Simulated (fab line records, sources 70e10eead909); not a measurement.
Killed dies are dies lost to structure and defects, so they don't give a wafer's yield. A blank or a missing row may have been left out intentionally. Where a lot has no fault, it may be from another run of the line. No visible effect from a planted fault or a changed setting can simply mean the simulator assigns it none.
Which of the tools did it? ; flow nand harc ; Sampling: 14 lots, 42 wafers, 4 of 1302 route steps

== WHAT THE GAUGES READ, wafer by wafer ==
NHARC_P_CONTACT_CD_MEAS_19.
lot;measured;on;cd nm (nm)
L486;day 6 11:39;cd sem-01;89.9 87.9 87.1
L488;day 7 01:13;cd sem-01;88.1 88.9 90.7
L489;day 7 15:25;cd sem-02;89.6 86.8 89.5
L491;day 8 10:48;cd sem-03;90.3 90.5 89.4
L492;day 8 19:23;cd sem-01;89.4 88.5 91.5
L493;day 9 03:47;cd sem-03;89.5 90.4 90.2
L494;day 9 18:08;cd sem-03;90.1 90.0 90.1
L497;day 10 18:01;cd sem-02;90.1 91.6 89.2
L502;day 13 01:18;cd sem-03;89.3 88.7 89.8
L505;day 14 02:12;cd sem-02;88.4 91.5 90.4
L504;day 14 02:26;cd sem-02;89.8 87.3 86.9
L506;day 14 13:47;cd sem-02;87.3 89.9 92.0
L507;day 15 00:51;cd sem-02;89.7 88.5 90.8
L508;day 15 09:29;cd sem-01;88.0 91.9 92.0

== TOOL THAT RAN EACH LOT (tool first, then ch and the chambers of the sampled wafers, then the start) ==
lot;NHARC_P_CONTACT_DEP_30;NHARC_P_CONTACT_DEP_00;NHARC_P_CONTACT_SOFTBAKE_07
L486;pecvd-02 ch 1,2, day 6 08:54;pecvd-02 ch 1,2, day 6 09:00 or earlier;litho track-06 ch 0, day 6 09:00
L488;pecvd-03 ch 0,1,2, day 6 22:28;pecvd-03 ch 0,1,2, day 6 23:00 or earlier;litho track-06 ch 0, day 6 23:00
L489;pecvd-02 ch 2, day 7 12:35;pecvd-02 ch 2, day 7 12:55;litho track-06 ch 0, day 7 13:00
L491;pecvd-03 ch 0,1,2, day 8 08:11;pecvd-03 ch 0,1,2, day 8 09:00 or earlier;litho track-06 ch 0, day 8 09:00
L492;pecvd-03 ch 1,2, day 8 16:47;pecvd-03 ch 1,2, day 8 17:00 or earlier;litho track-01 ch 0, day 8 17:00
L493;pecvd-04 ch 1,2, day 9 01:22;pecvd-04 ch 1,2, day 9 02:00 or earlier;litho track-01 ch 0, day 9 02:00
L494;pecvd-04 ch 0,1,2, day 9 15:41;pecvd-04 ch 0,1,2, day 9 16:00 or earlier;litho track-06 ch 0, day 9 16:00
L497;pecvd-04 ch 0,2, day 10 15:32;pecvd-04 ch 0,2, day 10 16:00 or earlier;litho track-01 ch 0, day 10 16:00
L502;pecvd-04 ch 1,2, day 12 22:50;pecvd-04 ch 1,2, day 12 23:00 or earlier;litho track-06 ch 0, day 12 23:00
L505;pecvd-04 ch 0,1,2, day 13 23:35;pecvd-04 ch 0,1,2, day 14 00:00 or earlier;litho track-01 ch 0, day 14 00:00
L504;pecvd-02 ch 0,1, day 13 23:51;pecvd-02 ch 0,1, day 14 00:00 or earlier;litho track-06 ch 0, day 14 00:00
L506;pecvd-03 ch 1,2, day 14 11:02;pecvd-03 ch 1,2, day 14 12:00 or earlier;litho track-06 ch 0, day 14 12:00
L507;pecvd-02 ch 1,2, day 14 22:25;pecvd-02 ch 1,2, day 14 23:00 or earlier;litho track-06 ch 0, day 14 23:00
L508;pecvd-03 ch 0,1,2, day 15 07:01;pecvd-03 ch 0,1,2, day 15 08:00 or earlier;litho track-06 ch 0, day 15 08:00
- NHARC_P_CONTACT_DEP_30: deposits SiNx, target thk 30 nm.
- NHARC_P_CONTACT_DEP_00: deposits SiO2, target thk 500 nm.
- NHARC_P_CONTACT_SOFTBAKE_07: time 55 s.

== WHAT THE TOOLS THEMSELVES READ (means of the sampled wafers that have a number; where no wafer has one, the mark that the record gives instead) ==
NHARC_P_CONTACT_DEP_30.
lot;tool;heater power w (W);rf fwd power W (W)
L486;pecvd-02;681;448.3
L488;pecvd-03;668;449.0
L489;pecvd-02;686;448.9
L491;pecvd-03;681;447.8
L492;pecvd-03;639;448.1
L493;pecvd-04;760;446.2
L494;pecvd-04;787;448.5
L497;pecvd-04;775;449.1
L502;pecvd-04;785;450.6
L505;pecvd-04;813;448.3
L504;pecvd-02;576;448.1
L506;pecvd-03;660;447.6
L507;pecvd-02;726;450.0
L508;pecvd-03;627;450.3

NHARC_P_CONTACT_DEP_00.
lot;tool;heater power w (W);rf fwd power W (W);throttle valve pct (%)
L486;pecvd-02;577;899.5;15.1
L488;pecvd-03;503;896.6;16.3
L489;pecvd-02;544;898.1;16.2
L491;pecvd-03;520;898.1;16.4
L492;pecvd-03;471;899.8;16.5
L493;pecvd-04;646;897.8;16.0
L494;pecvd-04;569;898.3;15.2
L497;pecvd-04;577;901.8;14.8
L502;pecvd-04;673;896.2;15.8
L505;pecvd-04;665;900.5;15.5
L504;pecvd-02;464;899.4;15.9
L506;pecvd-03;425;897.4;15.4
L507;pecvd-02;591;897.4;15.7
L508;pecvd-03;467;896.8;16.0

NHARC_P_CONTACT_SOFTBAKE_07.
lot;tool;heater power total W (W);resist line temp C (C)
L486;litho track-06;188.46;23.01
L488;litho track-06;188.47;23.02
L489;litho track-06;188.56;23.12
L491;litho track-06;233.36;23.05
L492;litho track-01;188.38;23.05
L493;litho track-01;188.52;23.09
L494;litho track-06;233.45;22.98
L497;litho track-01;188.40;22.89
L502;litho track-06;188.44;22.93
L505;litho track-01;188.58;23.05
L504;litho track-06;188.54;23.02
L506;litho track-06;188.52;23.04
L507;litho track-06;188.33;22.92
L508;litho track-06;188.37;23.04

== THE ANSWER, worked out from the rows above alone ==
Rule: the lots themselves supply what counts as usual. Put in order of their means at a reading, lots are off if they are a third of the lots or fewer, leave a main group of 4 or more, and stand apart from it by a gap of 3 or more times the standard deviation of the main group's means; of several such gaps the widest counts. A main group whose means are all the same, to the digits that the tables above print for the reading, isn't used. Also off: a lot with no number at a reading for which 4 or more lots have one. Any other lot the step has rows for is counted as sound. The gauges are gone through in route order, then the tools' own readings, and for those a lot's mean is taken as printed above. At the first step where some lot is off, the reading lying furthest off is the one used; lots without a number count as furthest.
Off: L491, L494, at NHARC_P_CONTACT_SOFTBAKE_07 (heater power total W). The main group: mean 188.46 W, standard deviation 0.078.
If a tool, at that step or one of the process steps before it, ran each lot that is off and ran no sound lot following the first of them, it fits. NHARC_P_CONTACT_DEP_00: start missing for some lots; hours and lot order therefore follow NHARC_P_CONTACT_SOFTBAKE_07. Of those tried, none fits.

== WHAT THE SIMULATOR PUT IN ==
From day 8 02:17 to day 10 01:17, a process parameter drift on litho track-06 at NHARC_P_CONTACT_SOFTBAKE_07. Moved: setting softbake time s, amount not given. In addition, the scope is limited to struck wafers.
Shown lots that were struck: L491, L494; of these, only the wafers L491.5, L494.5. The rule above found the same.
